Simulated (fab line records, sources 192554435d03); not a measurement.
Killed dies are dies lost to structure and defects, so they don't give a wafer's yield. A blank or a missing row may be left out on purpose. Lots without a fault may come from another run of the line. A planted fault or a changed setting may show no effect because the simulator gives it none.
fab line records | flow n5_finfet
record lots=15 wafers=45 last_day=18
route steps=1938 shown BEOL_M9@1455 BEOL_M10@1474
lots that met no fault: from a run of the same line without faults
start_h: hours from the record's first day to the start of the lot's first wafer shown | wait_h: hours since the lot's step before | " the same as in the row above | L1.1+2: a row that stands for several wafers | - no value, or no start given | * or withheld: withheld | < > ~ a bound
route shown NAME@n: a module of which the file shows steps, and the number in the route of the first | usual: mean/standard deviation of fault-free wafers | same: alike in all rows | chamber/n: place in a boat | sites: the reading at each site | _std_site: their standard deviation | _edge_site: outer sites' mean less inner sites' | radius_mm: how far each site lies from the wafer's centre | mask NAME#n: copy n | behind: the tool/chamber that last shaped the wafer | hold: why the lot was held/for how many hours/how that ended | device: the transistor (n, p or np) that didn't switch | end of line: the same wafers' tests at the end of the route | a step without rows: its recipe alone | killed: dies lost to structure and defects at the first sort, not the wafer's yield | map: a wafer's dies, x killed, . not, _ none there
set.NAME: the setting as run; set.NAME@STEP: as run at that earlier step | model.NAME: the simulator's own value behind a step, which no gauge read
steps of the route over a sample of lots; a table a step, a row a wafer
services: from which hour (start_h, from the record's first day; less than 0 if before it) a tool's chamber was out of use, for how many hours, and why
## steps
# step N5_BEOL_M9_CURE_72
# recipe temp_c=370 time_s=120 ambient=DMADMS/He material=SiCOH_lowk
# usual lamp_power_pct=52.31/0.052 wafer_temp_C_max=371.8/0.67
# columns lot.wafer tool chamber start_h wait_h lamp_power_pct wafer_temp_C_max
L665.1 uv_cure-02 1 221.83 0.0 52.31 371.3
L665.2 " 1 " " 52.29 371.1
L665.6 " 1 " " 52.33 371.3
L666.3 uv_cure-03 1 228.84 0.1 52.36 371.9
L666.4 " 1 " " 52.38 371.8
L666.5 " 1 " " 52.30 371.8
L667.2 uv_cure-03 2 231.02 0.1 52.27 371.8
L667.3 " 2 " " 52.27 371.8
L667.6 " 2 " " 52.30 372.7
L669.3 uv_cure-02 0 243.08 0.1 52.26 372.3
L669.4 " 0 " " 52.34 371.4
L669.6 " 0 " " 52.29 371.5
L671.1 uv_cure-03 2 254.09 0.0 52.31 372.1
L671.3 " 2 " " 52.30 371.8
L671.5 " 2 " " 52.26 372.8
L670.1 uv_cure-03 2 256.39 0.0 52.34 371.8
L670.4 " 2 " " 52.31 372.0
L670.5 " 2 " " 52.32 371.5
L673.2 uv_cure-02 1 262.24 0.1 52.39 371.3
L673.3 " 1 " " 52.27 371.6
L673.5 " 1 " " 52.27 371.2
L672.1 uv_cure-01 2 263.67 0.0 52.36 370.6
L672.2 " 2 " " 52.29 371.3
L672.3 " 2 " " 52.42 370.8
L683.1 uv_cure-01 0 317.52 0.0 52.32 370.6
L683.2 " 0 " " 52.20 371.2
L683.5 " 0 " " 52.25 371.2
L680.2 uv_cure-02 2 317.74 0.1 52.29 371.2
L680.4 " 2 " " 52.37 371.6
L680.6 " 2 " " 52.31 372.6
L681.1 uv_cure-02 0 318.54 0.0 52.30 371.6
L681.3 " 0 " " 52.33 371.3
L681.6 " 0 " " 52.38 371.1
L682.2 uv_cure-01 1 329.54 0.1 52.33 373.6
L682.4 " 1 " " 52.30 373.1
L682.6 " 1 " " 52.27 373.5
L686.1 uv_cure-03 0 356.38 0.0 52.28 372.5
L686.2 " 0 " " 52.30 371.9
L686.3 " 0 " " 52.28 372.2
L684.1 uv_cure-01 2 360.44 0.1 52.34 371.3
L684.2 " 2 " " 52.31 371.4
L684.6 " 2 " " 52.40 371.2
L687.2 uv_cure-02 1 381.18 0.1 52.33 370.8
L687.4 " 1 " " 52.30 371.6
L687.6 " 1 " " 52.39 371.4
# step N5_BEOL_M9_DEGAS_44
# recipe ambient=vacuum temp_c=250 time_s=60
# usual heater_power_w=333/46
# columns lot.wafer tool chamber start_h wait_h heater_power_w
L665.1 pvd_sputter-02 - 222.17 0.3 430
L665.2 " - " " 342
L665.6 " - " " 423
L666.3 pvd_sputter-01 - 229.21 0.3 333
L666.4 " - " " 345
L666.5 " - " " 354
L667.2 pvd_sputter-03 - 231.59 0.5 293
L667.3 " - " " 325
L667.6 " - " " 318
L669.3 pvd_sputter-01 - 243.57 0.4 321
L669.4 " - " " 341
L669.6 " - " " 352
L671.1 pvd_sputter-03 - 254.84 0.6 329
L671.3 " - " " 308
L671.5 " - " " 300
L670.1 pvd_sputter-01 - 257.23 0.7 322
L670.4 " - " " 295
L670.5 " - " " 347
L673.2 pvd_sputter-01 - 262.71 0.4 296
L673.3 " - " " 317
L673.5 " - " " 342
L672.1 pvd_sputter-03 - 264.42 0.7 324
L672.2 " - " " 292
L672.3 " - " " 315
L683.1 pvd_sputter-02 - 317.84 0.3 422
L683.2 " - " " 410
L683.5 " - " " 337
L680.2 pvd_sputter-02 - 318.05 0.3 427
L680.4 " - " " 343
L680.6 " - " " 342
L681.1 pvd_sputter-02 - 318.86 0.3 412
L681.3 " - " " 431
L681.6 " - " " 245
L682.2 pvd_sputter-01 - 330.07 0.5 340
L682.4 " - " " 296
L682.6 " - " " 323
L686.1 pvd_sputter-02 - 356.80 0.4 251
L686.2 " - " " 423
L686.3 " - " " 413
L684.1 pvd_sputter-02 - 360.77 0.3 347
L684.2 " - " " 250
L684.6 " - " " 248
L687.2 pvd_sputter-03 - 381.56 0.3 290
L687.4 " - " " 328
L687.6 " - " " 314
# step N5_BEOL_M9_THK_MEAS_53
# recipe thk_meas_gauge=xrf reads=Cu_of_BEOL_M9_ECD_50
# usual M9_THK=142/3.2
# columns lot.wafer tool chamber start_h wait_h M9_THK[nm]
L665.1 film_metro-01 - 225.55 - 144
L665.2 " - " " 144
L665.6 " - " " 141
L666.3 film_metro-02 - 231.63 - 148
L666.4 " - " " 144
L666.5 " - " " 142
L667.2 film_metro-01 - 233.20 - 148
L667.3 " - " " 143
L667.6 " - " " 143
L669.3 film_metro-01 - 245.80 - 142
L669.4 " - " " 144
L669.6 " - " " 141
L671.1 film_metro-01 - 257.25 - 143
L671.3 " - " " 146
L671.5 " - " " 147
L670.1 film_metro-01 - 258.74 - 140
L670.4 " - " " 143
L670.5 " - " " 143
L673.2 film_metro-01 - 264.90 - 139
L673.3 " - " " 143
L673.5 " - " " 147
L672.1 film_metro-01 - 266.09 - 148
L672.2 " - " " 142
L672.3 " - " " 140
L683.1 film_metro-02 - 319.39 - 140
L683.2 " - " " 138
L683.5 " - " " 146
L680.2 film_metro-02 - 319.66 - 142
L680.4 " - " " 143
L680.6 " - " " 141
L681.1 film_metro-01 - 320.29 - 143
L681.3 " - " " 139
L681.6 " - " " 142
L682.2 film_metro-01 - 331.77 - 144
L682.4 " - " " 142
L682.6 " - " " 145
L686.1 film_metro-01 - 359.32 0.3 137
L686.2 " - " " 138
L686.3 " - " " 145
L684.1 film_metro-02 - 363.02 - 142
L684.2 " - " " 140
L684.6 " - " " 138
L687.2 film_metro-01 - 383.16 - 138
L687.4 " - " " 139
L687.6 " - " " 142
# step N5_BEOL_M10_HM_DEP_02
# recipe material=TiN target_thk_a=200 temp_c=25 chamber_pressure_pa=0.49996
# usual chamber_pressure_pa=0.5001/0.00091 substrate_temp_c=25.00/0.11 throttle_valve_pct=30.0/1
# columns lot.wafer tool chamber start_h wait_h chamber_pressure_pa substrate_temp_c throttle_valve_pct
L665.1 pvd_sputter-02 - 226.51 0.1 0.5006 25.05 31.4
L665.2 " - " " 0.4996 25.09 30.7
L665.6 " - " " 0.5005 25.09 31.6
L666.3 pvd_sputter-01 - 233.39 0.9 0.4990 24.99 28.3
L666.4 " - " " 0.4992 25.00 29.3
L666.5 " - " " 0.5011 25.00 30.4
L667.2 pvd_sputter-03 - 235.13 1.1 0.4999 24.89 32.3
L667.3 " - " " 0.4999 25.10 30.1
L667.6 " - " " 0.5004 24.82 29.6
L669.3 pvd_sputter-02 - 247.33 0.7 0.5004 24.96 31.0
L669.4 " - " " 0.4997 25.32 31.4
L669.6 " - " " 0.5005 24.97 30.2
L671.1 pvd_sputter-02 - 261.20 2.6 - - -
L671.3 " - " " - - -
L671.5 " - " " - - -
L670.1 pvd_sputter-01 - 261.51 1.9 - - -
L670.4 " - " " - - -
L670.5 " - " " - - -
L673.2 pvd_sputter-02 - 265.92 0.2 - - -
L673.3 " - " " - - -
L673.5 " - " " - - -
L672.1 pvd_sputter-02 - 269.24 2.2 0.4994 24.84 30.9
L672.2 " - " " 0.4999 25.01 30.3
L672.3 " - " " 0.4995 24.86 31.3
L683.1 pvd_sputter-02 - 323.57 3.3 0.4997 25.02 31.2
L683.2 " - " " 0.5003 25.03 30.1
L683.5 " - " " 0.5010 25.07 30.5
L680.2 pvd_sputter-02 - 323.77 3.3 0.5017 25.10 29.9
L680.4 " - " " 0.5007 24.99 30.2
L680.6 " - " " 0.5003 25.01 30.7
L681.1 pvd_sputter-01 - 323.97 2.8 0.5007 25.11 28.5
L681.3 " - " " 0.4993 25.09 28.5
L681.6 " - " " 0.5013 25.10 28.4
L682.2 pvd_sputter-01 - 335.79 3.1 0.4986 25.14 28.4
L682.4 " - " " 0.5003 24.91 28.4
L682.6 " - " " 0.5019 24.96 30.5
L686.1 pvd_sputter-02 - 360.39 0.2 0.5013 25.09 30.2
L686.2 " - " " 0.4999 24.87 29.5
L686.3 " - " " 0.4998 24.97 31.2
L684.1 pvd_sputter-01 - 367.15 2.8 0.4995 24.89 28.3
L684.2 " - " " 0.5000 25.03 30.3
L684.6 " - " " 0.4985 25.09 28.7
L687.2 pvd_sputter-03 - 384.80 0.8 0.5018 24.74 30.3
L687.4 " - " " 0.4980 24.95 29.7
L687.6 " - " " 0.4997 24.93 29.8
# step N5_BEOL_M10_HM_OPEN_17
# recipe chemistry=Cl2/BCl3 target_depth_a=200 overetch_a=60 target=TiN mask_material=SOC ion_energy_ev=150 pressure_mtorr=10 icp_w=1000 bias_w=126 Cl2_flow_sccm=53.25 bcl3_flow_sccm=21.75 Ar_flow_sccm=25
# usual drypump_motor_current_A=5.5/0.41 oes_product_au=0.70/0.066 throttle_valve_pct=22.1/0.36
# columns lot.wafer tool chamber start_h wait_h drypump_motor_current_A oes_product_au rf_hours_counter_h throttle_valve_pct
L665.1 rie_metal-02 0 227.37 0.0 6.0 0.74 9 21.7
L665.2 " 0 " " 6.0 0.75 - 21.6
L665.6 " 0 " " 6.0 0.75 - 21.6
L666.3 rie_metal-03 1 234.46 0.1 5.3 0.63 - 22.3
L666.4 " 0 " " 5.6 0.73 - 22.6
L666.5 " 1 " " 5.3 0.63 - 22.3
L667.2 rie_metal-03 0 236.41 0.0 5.6 0.75 15 22.6
L667.3 " 0 " " 5.6 0.75 - 22.6
L667.6 " 0 " " 5.6 0.74 - 22.6
L669.3 rie_metal-02 1 248.23 0.1 6.1 0.83 - 22.3
L669.4 " 0 " " 6.0 0.75 - 21.6
L669.6 " 0 " " 6.0 0.75 - 21.6
L671.1 rie_metal-03 1 262.06 0.0 5.3 0.27 55 23.0
L671.3 " 1 " " 5.3 0.27 - 23.0
L671.5 " 1 " " 5.3 0.27 - 23.0
L670.1 rie_metal-03 1 262.37 0.0 5.3 0.28 55 23.0
L670.4 " 1 " " 5.3 0.27 - 23.0
L670.5 " 1 " " 5.3 0.27 - 23.0
L673.2 rie_metal-02 0 266.81 0.1 6.0 0.33 - 22.3
L673.3 " 0 " " 5.9 0.32 - 22.3
L673.5 " 0 " " 6.0 0.33 - 22.3
L672.1 rie_metal-01 1 270.10 0.0 5.1 0.78 6 22.3
L672.2 " 0 " " 5.1 0.63 53 21.6
L672.3 " 0 " " 5.0 0.62 - 21.7
L683.1 rie_metal-03 1 324.46 0.0 5.3 0.61 61 22.4
L683.2 " 0 " " 5.6 0.72 20 22.6
L683.5 " 0 " " 5.6 0.72 - 22.6
L680.2 rie_metal-01 0 324.71 0.0 5.1 0.62 58 21.7
L680.4 " 1 " " 5.1 0.75 - 22.3
L680.6 " 1 " " 5.1 0.76 - 22.3
L681.1 rie_metal-01 1 324.96 0.0 5.2 0.75 12 22.3
L681.3 " 1 " " 5.1 0.75 - 22.3
L681.6 " 1 " " 5.1 0.74 - 22.3
L682.2 rie_metal-01 0 336.54 0.0 5.1 0.62 59 21.7
L682.4 " 0 " " 5.0 0.61 - 21.7
L682.6 " 0 " " 5.0 0.61 - 21.7
L686.1 rie_metal-01 0 361.14 0.0 5.1 0.62 60 21.7
L686.2 " 1 " " 5.1 0.75 14 22.3
L686.3 " 0 " " 5.0 0.61 - 21.7
L684.1 rie_metal-02 1 368.01 0.0 6.1 0.75 12 22.3
L684.2 " 0 " " 6.0 0.70 22 21.7
L684.6 " 0 " " 6.0 0.70 - 21.7
L687.2 rie_metal-02 0 385.53 0.0 6.0 0.70 23 21.7
L687.4 " 0 " " 6.0 0.71 - 21.7
L687.6 " 0 " " 6.0 0.70 - 21.7
# step N5_BEOL_M10_CD_MEAS_18
# recipe pitch_nm=140 target_cd_nm=70
# usual cd_nm=70.0/0.56
# columns lot.wafer tool chamber start_h wait_h cd_nm
L665.1 cd_sem-03 - 227.64 0.0 70.1
L665.2 " - " " 69.8
L665.6 " - " " 69.7
L666.3 cd_sem-02 - 234.84 0.1 70.6
L666.4 " - " " 70.8
L666.5 " - " " 70.0
L667.2 cd_sem-02 - 236.61 0.1 68.8
L667.3 " - " " 70.1
L667.6 " - " " 69.5
L669.3 cd_sem-02 - 248.46 0.1 70.0
L669.4 " - " " 69.7
L669.6 " - " " 69.7
L671.1 cd_sem-03 - 262.37 0.0 -
L671.3 " - " " -
L671.5 " - " " -
L670.1 cd_sem-02 - 262.67 0.0 -
L670.4 " - " " -
L670.5 " - " " -
L673.2 cd_sem-01 - 267.11 0.1 -
L673.3 " - " " -
L673.5 " - " " -
L672.1 cd_sem-03 - 270.32 0.0 70.4
L672.2 " - " " 70.0
L672.3 " - " " 69.7
L683.1 cd_sem-03 - 324.67 0.1 70.4
L683.2 " - " " 70.8
L683.5 " - " " 69.8
L680.2 cd_sem-02 - 324.97 0.1 70.0
L680.4 " - " " 69.6
L680.6 " - " " 70.1
L681.1 cd_sem-01 - 325.14 0.0 69.6
L681.3 " - " " 70.2
L681.6 " - " " 70.4
L682.2 cd_sem-01 - 336.72 0.1 70.7
L682.4 " - " " 70.2
L682.6 " - " " 70.6
L686.1 cd_sem-02 - 361.32 0.0 69.6
L686.2 " - " " 69.7
L686.3 " - " " 70.2
L684.1 cd_sem-02 - 368.33 0.0 70.1
L684.2 " - " " 69.6
L684.6 " - " " 69.1
L687.2 cd_sem-01 - 385.71 0.1 68.8
L687.4 " - " " 69.5
L687.6 " - " " 68.7
## services
# columns tool chamber start_h hours kind
uv_cure-02 - 201.66 0.3 repair
rie_metal-02 1 211.21 - clean
rie_metal-02 1 211.21 17.9 scheduled_down
rie_metal-02 1 211.21 17.9 vent_cycle
rie_metal-02 - 232.71 14.6 pm
uv_cure-02 - 237.23 1.8 repair
rie_metal-03 0 255.47 17.8 repair
rie_metal-02 1 266.73 10.1 repair
rie_metal-03 1 287.20 1.0 repair
rie_metal-03 - 290.47 4.0 pm
uv_cure-03 - 297.92 0.4 repair
uv_cure-02 - 305.07 1.0 pm
pvd_sputter-03 - 313.96 11.4 repair
rie_metal-03 0 318.23 5.4 repair
pvd_sputter-01 - 331.34 3.0 repair
uv_cure-02 - 331.64 1.4 repair
pvd_sputter-01 - 337.39 1.7 repair
rie_metal-02 - 378.99 0.3 repair
## key
first_sign step=N5_BEOL_M10_HM_DEP_02 reading=tool_record direction=missing
effect step=N5_BEOL_M10_HM_OPEN_17 reading=oes_product_au direction=down sigmas=6.2 usual=0.70 struck=0.29
effect step=N5_BEOL_M10_CD_MEAS_18 reading=cd_nm direction=missing
met_at N5_BEOL_M10_HM_DEP_02
struck_lots L670,L671,L673
later_rows_left_out L670.1,L670.4,L670.5,L671.1,L671.3,L671.5,L673.2,L673.3,L673.5
sort_left_out L670.1,L670.4,L670.5,L671.1,L671.3,L671.5,L673.2,L673.3,L673.5
not_acting_at N5_BEOL_M9_CURE_72,N5_BEOL_M9_DEGAS_44,N5_BEOL_M9_THK_MEAS_53
onset_between 247.33 261.20
fault kind=skipped_step_whole tool=pvd_sputter-01,pvd_sputter-02 chamber=- onset_h=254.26 steps=N5_BEOL_M10_HM_DEP_02 scope=struck_lots_only
# sort_left_out: the simulated sort isn't trusted on such a fault, so these wafers' sort isn't shown, and their yield isn't known
# later_rows_left_out: the simulator's readings of these wafers behind a module that went badly wrong aren't trusted and aren't shown, but for the sort
